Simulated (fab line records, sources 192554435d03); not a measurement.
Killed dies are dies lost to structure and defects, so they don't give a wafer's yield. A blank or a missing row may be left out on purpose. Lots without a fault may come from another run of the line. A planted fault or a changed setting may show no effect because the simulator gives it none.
Chamber matching | flow n5_finfet | N5_BEOL_M8_ETCH_72 on rie_diel-01: 4 sister chambers
The step etches underlayer in N2/H2, target depth 6.5 nm, time 5.2 s. 4 wafers are shown with their chamber, then 10 later ones without.

WAFERS WITH THEIR CHAMBER
wafer  | chamber | showerhead_plenum_p_Torr (Torr)
L078.4 | 0       | 2.68
L083.3 | 1       | 2.61
L084.4 | 3       | 2.47
L089.4 | 2       | 2.67

WAFERS WITHOUT THEIR CHAMBER
wafer  | showerhead_plenum_p_Torr (Torr)
L089.5 | 2.47
L086.4 | 2.47
L086.5 | 2.67
L086.6 | 2.47
L090.2 | 2.67
L090.3 | 2.60
L090.4 | 2.67
L091.1 | 2.67
L091.3 | 2.60
L091.6 | 2.46

WHICH CHAMBER EACH WENT THROUGH
wafer  | from the rows above     | in truth
L089.5 | 3                       | 3
L086.4 | 3                       | 3
L086.5 | can't be placed: 2 or 0 | 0
L086.6 | 3                       | 3
L090.2 | can't be placed: 2 or 0 | 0
L090.3 | 1                       | 1
L090.4 | can't be placed: 2 or 0 | 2
L091.1 | can't be placed: 2 or 0 | 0
L091.3 | 1                       | 1
L091.6 | 3                       | 3
Placed correctly: 6 of 10. Can't be placed from these rows: 4 (the true chamber is among the candidates in 4). Placed wrongly: 0.
How it was worked out, from the rows above alone: a wafer's distance from a chamber is the root of the sum, over the readings, of the square of ((its reading less the chamber's mean) divided by the reading's scatter). The wafer belongs to the nearest chamber; if the next one is less than 2 further off, it can't be placed. A chamber's mean is the mean of its shown wafers. The scatter: with one shown wafer a chamber, the root of the mean of the squares of how far each hidden wafer lies from its nearest shown one.
